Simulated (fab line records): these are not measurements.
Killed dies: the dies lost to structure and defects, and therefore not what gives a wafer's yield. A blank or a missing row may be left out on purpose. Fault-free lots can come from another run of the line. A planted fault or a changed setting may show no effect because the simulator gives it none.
Which of the tools did it? | flow n5Finfet | Sampling: 9 lots, 25 wafers, 6 of 1938 route steps

## WHAT THE GAUGES SHOWED, per wafer
The record lacks any reading of a measuring or inspecting step that a usual standard deviation could be used to judge.

## WHAT TOOL EACH LOT RAN ON (gives the tool, then ch and the chambers of the sampled wafers, and finally the start)
lot  | N5_MIM_TOP_LITHO_DESCUM_10        | N5_MIM_BOT_ETCH_ETCH_04           | N5_PASSIVATION_PECVD_55         | N5_PASSIVATION_VIA_ETCH_13        | N5_PASSIVATION_STRIP_14           | N5_PASSIVATION_PROBE_49
L723 | rieDiel-01 ch 1,2, day 12 16:34   | rieDiel-05 ch 1,2, day 12 17:29   | pecvd-02 ch 0,1,2, day 12 18:19 | rieDiel-02 ch 0,2,3, day 12 20:56 | rieDiel-02 ch 0,2,3, day 12 21:08 | -
L724 | rieDiel-01 ch 0,1,2, day 12 21:01 | rieDiel-05 ch 0,3, day 12 21:58   | pecvd-02 ch 0,1, day 12 22:50   | rieDiel-02 ch 0,1,2, day 13 01:31 | rieDiel-02 ch 0,1,2, day 13 01:43 | prober-01, day 13 09:08
L729 | rieDiel-01 ch 0,1, day 13 16:38   | rieDiel-03 ch 0,3, day 13 17:34   | pecvd-02 ch 0,1,2, day 13 18:23 | rieDiel-02 ch 0,2,3, day 13 20:13 | rieDiel-02 ch 0,2,3, day 13 20:25 | -
L733 | rieDiel-05 ch 0,1, day 14 18:36   | rieDiel-01 ch 0,3, day 14 19:36   | pecvd-02 ch 0,2, day 14 20:25   | rieDiel-04 ch 0,3, day 14 21:21   | rieDiel-04 ch 0,3, day 14 21:33   | -
L735 | rieDiel-03 ch 2,3, day 15 15:15   | rieDiel-01 ch 1,2,3, day 15 16:29 | pecvd-02 ch 1,2, day 15 17:19   | rieDiel-02 ch 1,3, day 15 18:50   | rieDiel-02 ch 1,3, day 15 19:02   | -
L738 | rieDiel-01 ch 0,3, day 15 15:26   | rieDiel-03 ch 1,2, day 15 16:39   | pecvd-02 ch 0,2, day 15 17:34   | rieDiel-02 ch 0,3, day 15 20:07   | rieDiel-02 ch 0,3, day 15 20:19   | -
L742 | rieDiel-01 ch 0,1,2, day 17 05:17 | rieDiel-01 ch 1,2, day 17 06:08   | pecvd-01 ch 0,1,2, day 17 06:57 | rieDiel-04 ch 0,1, day 17 09:42   | rieDiel-04 ch 0,1, day 17 09:54   | -
L743 | rieDiel-05 ch 0,3, day 17 06:00   | rieDiel-01 ch 0,1,3, day 17 07:04 | pecvd-03 ch 0,2, day 17 07:53   | rieDiel-06 ch 1,2,3, day 17 11:01 | rieDiel-06 ch 1,2,3, day 17 11:13 | prober-01, day 17 17:15
L745 | rieDiel-05 ch 0,1,3, day 17 09:22 | rieDiel-05 ch 0,1, day 17 10:28   | pecvd-01 ch 0,1, day 17 11:19   | rieDiel-06 ch 2,3, day 17 15:32   | rieDiel-06 ch 2,3, day 17 15:44   | -
- N5_MIM_TOP_LITHO_DESCUM_10: chemistry O2, time 7.9 s.
- N5_MIM_BOT_ETCH_ETCH_04: etches SiNx in CF4/O2, target depth 26 nm, time 13 s.
- N5_PASSIVATION_PECVD_55: deposits SiO2 from SiH4/N2O, target thk 400 nm, time 22.5 s.
- N5_PASSIVATION_VIA_ETCH_13: etches SiO2 in CHF3/O2, target depth 660 nm, time 330 s.
- N5_PASSIVATION_STRIP_14: strips in O2.
- N5_PASSIVATION_PROBE_49

## AS READ BY THE TOOLS THEMSELVES (means over the sampled wafers that have a number; for cases with no such wafer, the mark the record gives instead)
N5_MIM_TOP_LITHO_DESCUM_10. Usual: drypumpMotorCurrentA 5.7 A, standard deviation 0.48; oesProductAu 0.80 a.u., standard deviation 0.081; rfVppV 243.4 V, standard deviation 1.4; showerheadPlenumPTorr 2.11 Torr, standard deviation 0.076; throttleValvePct 20.24 %, standard deviation 0.19.
lot  | tool       | drypumpMotorCurrentA (A) | oesProductAu (a.u.) | rfVppV (V) | showerheadPlenumPTorr (Torr) | throttleValvePct (%) | flag
L723 | rieDiel-01 | 5.8                      | 0.72                | 241.9      | 2.06                         | 20.30                | 
L724 | rieDiel-01 | 5.7                      | 0.80                | 243.4      | 2.11                         | 20.14                | 
L729 | rieDiel-01 | 5.7                      | 0.81                | 243.0      | 2.08                         | 20.01                | 
L733 | rieDiel-05 | 5.7                      | 0.89                | 243.8      | 2.09                         | 20.20                | 
L735 | rieDiel-03 | 6.5                      | 0.88                | 242.9      | 2.09                         | 20.37                | 
L738 | rieDiel-01 | 5.3                      | 0.79                | 244.4      | 2.15                         | 20.02                | 
L742 | rieDiel-01 | 5.7                      | 0.83                | 244.8      | 2.18                         | 20.09                | 
L743 | rieDiel-05 | 5.3                      | 0.91                | 242.3      | 2.08                         | 20.23                | 
L745 | rieDiel-05 | 5.6                      | 0.87                | 242.6      | 2.07                         | 20.25                | 

N5_MIM_BOT_ETCH_ETCH_04. Usual: biasW 48.99 W, standard deviation 0.14; drypumpMotorCurrentA 5.8 A, standard deviation 0.47; oesProductAu 0.80 a.u., standard deviation 0.091; rfVppV 239.6 V, standard deviation 2.3; showerheadPlenumPTorr 2.22 Torr, standard deviation 0.074; throttleValvePct 15.86 %, standard deviation 0.21.
lot  | tool       | biasW (W) | drypumpMotorCurrentA (A) | oesProductAu (a.u.) | rfVppV (V) | showerheadPlenumPTorr (Torr) | throttleValvePct (%) | flag
L723 | rieDiel-05 | 49.00     | 6.2                      | 0.83                | 237.6      | 2.17                         | 15.91                | 
L724 | rieDiel-05 | 49.06     | 5.3                      | 0.79                | 238.2      | 2.21                         | 16.04                | 
L729 | rieDiel-03 | 49.03     | 6.3                      | 0.77                | 237.6      | 2.12                         | 15.96                | 
L733 | rieDiel-01 | 48.95     | 5.3                      | 0.80                | 241.6      | 2.27                         | 15.64                | 
L735 | rieDiel-01 | 49.09     | 5.5                      | 0.82                | 242.4      | 2.32                         | 15.74                | 
L738 | rieDiel-03 | 49.20     | 6.1                      | 0.84                | 240.8      | 2.28                         | 15.86                | 
L742 | rieDiel-01 | 49.03     | 5.9                      | 0.86                | 242.2      | 2.33                         | 15.69                | 
L743 | rieDiel-01 | 49.08     | 5.6                      | 0.82                | 241.8      | 2.29                         | 15.66                | 
L745 | rieDiel-05 | 48.95     | 5.8                      | 0.84                | 238.4      | 2.18                         | 15.80                | 

N5_PASSIVATION_PECVD_55. Usual: chamberPressureTorr 2.700 Torr, standard deviation 0.0051; heaterPowerW 773 W, standard deviation 100; showerheadPlenumPTorr 8.10 Torr, standard deviation 0.16; throttleValvePct 50.8 %, standard deviation 2.8.
lot  | tool     | chamberPressureTorr (Torr) | heaterPowerW (W) | showerheadPlenumPTorr (Torr) | throttleValvePct (%) | flag
L723 | pecvd-02 | 2.705                      | 835              | 8.08                         | 50.0                 | 
L724 | pecvd-02 | 2.699                      | 874              | 8.03                         | 51.7                 | 
L729 | pecvd-02 | 2.693                      | 885              | 8.07                         | 50.2                 | 
L733 | pecvd-02 | 2.697                      | 840              | 8.09                         | 51.5                 | 
L735 | pecvd-02 | 2.694                      | 786              | 8.10                         | 48.1                 | 
L738 | pecvd-02 | 2.696                      | 891              | 8.08                         | 51.4                 | 
L742 | pecvd-01 | 2.699                      | 697              | 8.06                         | 52.2                 | 
L743 | pecvd-03 | 2.699                      | 707              | 8.26                         | 48.6                 | 
L745 | pecvd-01 | 2.701                      | 676              | 8.08                         | 53.3                 | 

N5_PASSIVATION_VIA_ETCH_13. Usual: biasW is 170.0 W with standard deviation 0.51, drypumpMotorCurrentA is 5.83 A with standard deviation 0.28, etchRfOnTimeS is 235 s with standard deviation 4.9, oesProductAu is 0.72 a.u. with standard deviation 0.081, rfVppV is 526 V with standard deviation 4.2, showerheadPlenumPTorr is 2.41 Torr with standard deviation 0.073, and throttleValvePct is 18.94 % with standard deviation 0.27.
lot  | tool       | biasW (W) | drypumpMotorCurrentA (A) | etchRfOnTimeS (s) | oesProductAu (a.u.) | rfVppV (V) | showerheadPlenumPTorr (Torr) | throttleValvePct (%) | flag
L723 | rieDiel-02 | 170.2     | 5.68                     | 238               | 0.73                | 521        | 2.39                         | 18.87                | 
L724 | rieDiel-02 | 169.8     | 5.77                     | 239               | 0.64                | 525        | 2.36                         | 19.07                | 
L729 | rieDiel-02 | 169.8     | 5.66                     | 235               | 0.72                | 521        | 2.38                         | 18.90                | 
L733 | rieDiel-04 | 169.3     | 5.65                     | 228               | 0.65                | 523        | 2.43                         | 19.24                | 
L735 | rieDiel-02 | 170.2     | 5.71                     | 228               | 0.82                | 522        | 2.42                         | 18.78                | 
L738 | rieDiel-02 | 169.9     | 5.84                     | 228               | 0.73                | 522        | 2.42                         | 18.96                | 
L742 | rieDiel-04 | 169.7     | 5.98                     | 234               | 0.69                | 525        | 2.49                         | 19.21                | 
L743 | rieDiel-06 | 169.7     | 5.97                     | 233               | 0.69                | 531        | 2.41                         | 18.94                | 
L745 | rieDiel-06 | 170.4     | 5.89                     | 236               | 0.64                | 529        | 2.42                         | 19.14                | 

N5_PASSIVATION_STRIP_14. Usual: drypumpMotorCurrentA 5.82 A, standard deviation 0.27; oesProductAu 0.79 a.u., standard deviation 0.091; rfVppV 3.6 V, standard deviation 0.89; showerheadPlenumPTorr 2.10 Torr, standard deviation 0.065; throttleValvePct 16.75 %, standard deviation 0.27.
lot  | tool       | drypumpMotorCurrentA (A) | oesProductAu (a.u.) | rfVppV (V) | showerheadPlenumPTorr (Torr) | throttleValvePct (%) | flag
L723 | rieDiel-02 | 5.67                     | 0.81                | 3.6        | 2.08                         | 16.70                | 
L724 | rieDiel-02 | 5.76                     | 0.72                | 3.3        | 2.05                         | 16.88                | 
L729 | rieDiel-02 | 5.66                     | 0.79                | 3.1        | 2.08                         | 16.74                | 
L733 | rieDiel-04 | 5.65                     | 0.72                | 3.0        | 2.12                         | 17.04                | 
L735 | rieDiel-02 | 5.69                     | 0.90                | 3.3        | 2.11                         | 16.55                | 
L738 | rieDiel-02 | 5.84                     | 0.79                | 3.2        | 2.11                         | 16.77                | 
L742 | rieDiel-04 | 5.97                     | 0.76                | 3.2        | 2.18                         | 17.03                | 
L743 | rieDiel-06 | 5.95                     | 0.75                | 3.8        | 2.10                         | 16.76                | 
L745 | rieDiel-06 | 5.91                     | 0.70                | 3.4        | 2.10                         | 16.91                | 

N5_PASSIVATION_PROBE_49. Usual: defectLimitedYield 91.0 %, standard deviation 1.5; killed_at_M0_to_M3 36, standard deviation 12; killed_at_M4_up 14, standard deviation 5.5; killedAtContacts 11, standard deviation 4.8; killedAtFrontEnd 42, standard deviation 12; killedAtOther 3.7, standard deviation 2.7; killedDies 106, standard deviation 18; killedOpen 70, standard deviation 13; killedShort 35, standard deviation 8.2; sort_bin_5_function 5.3 %, standard deviation 1; sort_bin_6_memory 3.3 %, standard deviation 0.69; sort_bin_8_speed 0.00 %, standard deviation 0.007; sortNPass 1074, standard deviation 18; sortYieldPct 91.0 %, standard deviation 1.5.
lot  | tool      | defectLimitedYield (%) | killed_at_M0_to_M3 | killed_at_M4_up | killedAtContacts | killedAtFrontEnd | killedAtOther | killedDies | killedOpen | killedShort | sort_bin_5_function (%) | sort_bin_6_memory (%) | sort_bin_8_speed (%) | sortNPass | sortYieldPct (%) | flag
L724 | prober-01 | 89.1                   | 32                 | 15              | 20               | 57               | 4.7           | 129        | 83         | 44          | 6.6                     | 3.8                   | 0.00                 | 1051      | 89.1             | 
L743 | prober-01 | 90.0                   | 45                 | 13              | 6                | 52               | 2.7           | 118        | 77         | 40          | 6.2                     | 3.6                   | 0.00                 | 1062      | 90.0             | 

## THE ANSWER, worked out from the rows above alone
Rule: a lot is off if the mean of its wafers that have a number lies more than 3 standard deviations from the usual mean. Also off: a lot with no number at a reading for which 4 or more lots have one. Where the step has rows for the other lots, those lots are counted as sound. Order of review: gauges by route order, followed by the tools' own readings, for which a lot's mean as printed above is used. The first step at which some lot is off is used, and at that step the reading that is off furthest; a lot without a number counts as furthest.
None of the lots is off at any reading shown; this tells nothing.

## WHAT HAD BEEN PUT IN BY THE SIMULATOR
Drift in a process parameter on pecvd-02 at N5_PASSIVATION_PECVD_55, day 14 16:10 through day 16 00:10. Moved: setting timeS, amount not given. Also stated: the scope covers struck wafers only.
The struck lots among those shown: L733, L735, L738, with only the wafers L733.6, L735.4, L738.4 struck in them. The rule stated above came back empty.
